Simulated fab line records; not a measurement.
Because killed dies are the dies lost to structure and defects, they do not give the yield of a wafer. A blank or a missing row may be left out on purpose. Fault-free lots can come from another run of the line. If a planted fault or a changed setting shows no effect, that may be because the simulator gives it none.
Problem report in the 8D (eight disciplines) form, filled by code    flow n5Finfet    the parts of the form that need people (team, actions taken, sign-off) are left out

== 1. PROBLEM STATEMENT ==
Wafers without a fault read 1499.9 rpm, standard deviation 0.97; spinSpeedRpm at N5_BEOL_M2_COAT_62 reads a mean of 1546.1 rpm on 6 wafers belonging to 2 lots. Measured from the usual mean, that is +48 standard deviations.
The step: time 60 s, resist thk 12 nm.
Seen first at day 9 17:58 on lithoTrack-04, wafer L763.2. The record holds 29 wafers of 10 lots with a number at this step. By rule, "out" or "out of limits" means more than 4 standard deviations away from the usual mean. The rest of the wafers with a number are treated as sound.

== 2. WHAT THIS IS AND IS NOT ==
question                     is                      is not
which readings at this step  spinSpeedRpm            dispensePressureKPa, heaterPowerTotalW, resistLineTempC
which lots                   L763, L764              L751, L752, L753, L754, L757, L769, L773, L774
which wafers of those lots   all that have a number  -
read on which tools          lithoTrack-04           lithoTrack-02, lithoTrack-05
when                         from day 9 17:58        up to then (14 sound wafers); but 9 sound wafers of L769, L773, L774 came after

== 3. SUSPECTS, AND WHAT RULES EACH OUT ==
Counting: a tool at any process step up to the reading remains a suspect when it ran all the lots that are out and ran no sound lot after the first of those.
- lithoTrack-04 at N5_BEOL_M2_COAT_62 (time 60 s, resist thk 12 nm): kept. All lots that are out passed through it, beginning with L763 at day 9 17:58, and no sound lot followed; its final sound lot before that point was L753 at day 8 12:31. On those wafers its own readings are out: spinSpeedRpm.
Left after counting: lithoTrack-04 at N5_BEOL_M2_COAT_62.

== 4. THE CAUSE (what the simulator had put in) ==
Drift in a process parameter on lithoTrack-04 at N5_BEOL_M2_COAT_62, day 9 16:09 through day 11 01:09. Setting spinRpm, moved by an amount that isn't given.
This tool alone remained once counting was done.

== 5. THE EFFECT CHAIN, in route order ==
Each row: a reading whose mean over the struck wafers that have a number lies more than 3 standard deviations from the usual. Only readings for which the record gives a usual standard deviation are gone through. hours: the time from each lot's start at the first step in this table that gives one to its start at this step, as a median over the lots. sigmas: the change in usual standard deviations.
hours  step                reading       usual       on struck wafers  change  sigmas
0      N5_BEOL_M2_COAT_62  spinSpeedRpm  1499.9 rpm  1546.1            +46.2   +48
Here are the process steps it includes:
- N5_BEOL_M2_COAT_62: time 60 s, resist thk 12 nm.
At these later measuring or inspecting steps, every struck wafer for which the step has a row has a number for every such reading, and none has moved that far: N5_BEOL_M4_RC_MEAS_101.

== 6. HOW IT WOULD HAVE BEEN CAUGHT EARLIER ==
First out-of-limits reading in this record: day 9 17:58, which is 2 hours after fault onset at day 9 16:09.
